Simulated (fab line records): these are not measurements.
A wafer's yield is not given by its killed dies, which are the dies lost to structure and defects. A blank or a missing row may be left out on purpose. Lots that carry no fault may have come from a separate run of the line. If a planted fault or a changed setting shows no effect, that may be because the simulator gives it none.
Struck lot and sound lot, side by side	flow nand_harc	14 steps out of a route of 1159
Sound: wafers L712.2, L712.5, L712.6. Struck: wafers L725.2, L725.6. The cause is given at the end.
Order at every step that has rows: each side's tool, ch and its chambers, its first start. Under that, the readings that differ: sound wafers	struck wafers	difference of the means	sigmas: that difference in standard deviations of wafers without a fault.
alike: words and numbers the same on both sides, and readings whose means are apart by under 2 such deviations; not compared: readings that were withheld, readings missing a value for some wafer, numbers with overlapping values and no deviation given by the record, and bounds like >300 which may hide the same value.
Wherever a step has rows on one side only, a row that says differs or no value, or a row with sigmas, the two part there. When numbers do not overlap yet have no deviation, they are printed without sigmas and do not part them. Lack of a reading on every wafer of one side parts them only where that side has two or more wafers.

NHARC_A_BONDPAD_THK_MEAS_20: measures by xrf.
  sound: film_metro-02 at day 18 08:44; struck: film_metro-01 at day 21 08:44
  alike: thk_nm
then, 1 step without rows for these wafers: NHARC_A_BONDPAD_SRD_21 (time 30 s, dry time 20 s).
NHARC_A_BONDPAD_INSPECT_23:
  sound: defect_inspect-01 at day 18 08:56; struck: defect_inspect-01 at day 21 08:58
  alike: raw_defect_count
NHARC_HYBRID_BOND_ACTIVATE_00: chemistry N2, time 60 s.
  sound on rie_diel-02 ch 0,1,2, day 18 09:02; struck on rie_diel-04 ch 0,3, day 21 09:01
  alike: drypump_motor_current_A, oes_product_au, rf_vpp_V, showerhead_plenum_p_Torr
  not compared: rf_hours_counter_h
then, 4 steps without rows for these wafers: NHARC_HYBRID_BOND_PRECLEAN_01 (cleans in DIW, time 300 s); NHARC_HYBRID_BOND_SRD_02 (time 30 s, dry time 20 s); NHARC_HYBRID_BOND_BOND_03; NHARC_HYBRID_BOND_ANNEAL_04 (time 7200 s).
NHARC_HYBRID_BOND_OVL_MEAS_05:
  sound: overlay-02 at day 18 16:04; struck: overlay-02 at day 21 15:32
  alike: overlay_x_nm, overlay_y_nm
NHARC_HYBRID_BOND_INSPECT_06: inspects for defects (ir void).
  sound: defect_inspect-01 at day 18 16:08; struck: defect_inspect-02 at day 21 15:36
  alike: raw_defect_count
NHARC_THIN_TSV_GRIND_00:
  sound on grinder-01 ch 0, day 18 18:53; struck on grinder-01 ch 0, day 21 18:19
  alike: head_pressure_psi, motor_current_A
NHARC_THIN_TSV_CMP_01: polishes.
  sound on cmp-04 ch 0,1,3, day 18 19:59; struck on cmp-01 ch 1, day 21 19:22
  alike: motor_current_A, slurry_filter_dp_kPa
NHARC_THIN_TSV_THK_MEAS_02: measures by ir.
  sound: film_metro-01 at day 18 20:11; struck: film_metro-01 at day 21 19:37
reading	sound	struck	difference	sigmas
thk_nm (nm)	3084 3137 3007	0 1	-3076	-14
following that, these wafers have no rows for 1 step: NHARC_THIN_TSV_SRD_03.

## WHERE THEY PART
Only at NHARC_THIN_TSV_THK_MEAS_02, as far as this record shows.

WHY: the cause the simulator had injected
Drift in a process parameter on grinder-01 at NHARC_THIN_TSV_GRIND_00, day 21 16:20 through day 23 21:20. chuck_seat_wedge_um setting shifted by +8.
